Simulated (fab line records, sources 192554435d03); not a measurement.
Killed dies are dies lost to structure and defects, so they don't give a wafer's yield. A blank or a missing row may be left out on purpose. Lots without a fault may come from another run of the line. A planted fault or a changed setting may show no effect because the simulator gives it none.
One fault seen from 2 desks | flow n5_finfet | each desk has only its own numbers; what lay behind them comes last

THE TOOL OWNER'S DESK: litho_track-03
The tool's own readings at N5_BEOL_M5_COAT_66 (time 60 s, resist thk 12 nm): means of the sampled wafers that have a number, for each lot that ran on this tool. A lot is out of limits, marked OUT, if its mean lies more than 4 standard deviations from the usual mean; the brackets give that distance.
Columns: A = spin_speed_rpm at N5_BEOL_M5_COAT_66, usual 1500.2 rpm
lot  | first seen here | A
L253 | day 10 11:25    | 1500.7
L273 | day 16 03:28    | 1721.5 (+99 or more) OUT
L274 | day 16 08:07    | 1719.6 (+99 or more) OUT
This desk's finding: out of limits on L273, L274; first on L273, day 16 03:28 (spin_speed_rpm at N5_BEOL_M5_COAT_66). In limits: L253.

THE METROLOGY DESK
What the gauges read, lot by lot, whatever tool the lot ran on: means of the sampled wafers that have a number. A lot is out of limits, marked OUT, if its mean lies more than 4 standard deviations from the usual mean; the brackets give that distance.
Columns: A = cd_nm at N5_BEOL_M5_CD_MEAS_28, usual 30.64 nm
lot  | first seen here | A
L252 | day 8 19:50     | 30.63
L253 | day 10 11:49    | 30.92
L254 | day 11 15:23    | 30.67
L255 | day 11 17:40    | 30.95
L261 | day 12 14:41    | 30.60
L262 | day 13 08:11    | 30.48
L264 | day 13 19:52    | 30.50
L263 | day 13 23:08    | 30.52
L273 | day 16 03:44    | 30.69
L274 | day 16 08:23    | 30.31
L275 | day 16 08:37    | 30.55
This desk's finding: nothing out of limits on any of the 11 lots.

PUT TOGETHER
The tool owner's desk could have raised an alarm at day 16 03:28, on L273, L274.
The metrology desk saw nothing out of limits.
The metrology desk has L273, L274 on record, within its limits.
Of the lots named, all ran N5_BEOL_M5_COAT_66 on litho_track-03.

WHAT THE SIMULATOR HAD PUT IN
Process parameter drift: litho_track-03, from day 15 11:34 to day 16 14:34, at N5_BEOL_M5_COAT_66. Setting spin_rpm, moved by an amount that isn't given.
Lots struck among those shown: L273, L274.
Hours from the fault's start to each desk's first reading out of limits: the tool owner's desk, 16.
